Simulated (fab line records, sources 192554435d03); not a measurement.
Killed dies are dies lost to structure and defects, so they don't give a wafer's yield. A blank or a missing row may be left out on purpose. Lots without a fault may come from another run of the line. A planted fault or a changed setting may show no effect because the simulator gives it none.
A struck lot beside a sound one | flow n5_finfet | 14 steps out of a route of 1938
Sound: wafers L352.4, L352.5, L352.6. Struck: wafers L340.1, L340.5. (L340.2 of the same lot was not struck and is left out.) The cause comes at the end.
At each step with rows: each side's tool, then ch and its chambers, then its first start. Under that, the readings that differ: sound wafers | struck wafers | difference of the means | sigmas: that difference in standard deviations of wafers without a fault.
alike: readings whose means differ by less than 2 such deviations, and words and numbers that are the same on both sides. not compared: withheld readings, readings that some wafer has no value for, bounds like >300 that may hide the same value, and numbers for which the record gives no deviation and whose values overlap.
The two part at a step that has a row with sigmas, a row that says differs or no value, or rows on one side only. Numbers that don't overlap but have no deviation are shown without sigmas and don't part them. A reading that every wafer of one side lacks parts them only if that side has two wafers or more.

first, 8 steps without rows for these wafers: N5_BEOL_M13_COAT_66 (time 60 s, resist thk 110 nm); N5_BEOL_M13_COAT_22 (resist thk 300 nm); N5_BEOL_M13_EBR_24; N5_BEOL_M13_SOFTBAKE_23 (time 60 s); N5_BEOL_M13_EXPOSE_25 (exposes mask M13, target cd 210 nm); N5_BEOL_M13_PEB_26 (peb time 90 s); N5_BEOL_M13_DEVELOP_27 (develop time 45 s); N5_BEOL_M13_HARDBAKE_32 (time 120 s).
N5_BEOL_M13_CD_MEAS_28: target cd 209.5 nm.
  sound on cd_sem-03 ch 0, day 15 22:10; struck on cd_sem-03 ch 0, day 12 17:33
  alike: cd_nm
N5_BEOL_M13_OVL_MEAS_29:
  sound on overlay-01 ch 0, day 15 22:12; struck on overlay-01 ch 0, day 12 17:35
  alike: M13_OVL
N5_BEOL_M13_INSPECT_30: inspects for defects (macro).
  sound on defect_inspect-02, day 15 22:13; struck on defect_inspect-01, day 12 17:37
  alike: raw_defect_count
N5_BEOL_M13_DESCUM_33: chemistry O2, time 7.9 s.
  sound on rie_diel-06 ch 0,1,3, day 15 22:15; struck on rie_diel-06 ch 3, day 12 17:38
  alike: drypump_motor_current_A, oes_product_au, rf_vpp_V, showerhead_plenum_p_Torr, throttle_valve_pct
  not compared: rf_hours_counter_h
N5_BEOL_M13_ETCH_67: etches SiARC in CF4, target depth 143 nm, time 238.3 s.
  sound on rie_diel-06 ch 0,1,3, day 15 22:17; struck on rie_diel-06 ch 3, day 12 17:41
  reading               | sound          | struck    | difference | sigmas
  etch_rf_on_time_s (s) | 233 240 236    | 172 171   | -65        | -22
  oes_product_au (a.u.) | 0.75 0.65 0.62 | 0.95 0.95 | +0.28      | +4
  alike: drypump_motor_current_A, rf_vpp_V, showerhead_plenum_p_Torr, throttle_valve_pct
  not compared: rf_hours_counter_h
N5_BEOL_M13_ETCH_68: etches SOC in N2/H2, time 355 s.
  sound on rie_diel-06 ch 0,1,3, day 15 22:26; struck on rie_diel-06 ch 3, day 12 17:49
  alike: drypump_motor_current_A, oes_product_au, rf_vpp_V, showerhead_plenum_p_Torr, throttle_valve_pct
  not compared: rf_hours_counter_h

WHERE THEY PART
Only at N5_BEOL_M13_ETCH_67, within this record. Later steps at which nothing parts them and some readings are alike: N5_BEOL_M13_ETCH_68.

WHY: what the simulator had put in
Process parameter drift: rie_diel-06, from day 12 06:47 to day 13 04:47, at N5_BEOL_M13_ETCH_67. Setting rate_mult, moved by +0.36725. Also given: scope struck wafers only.
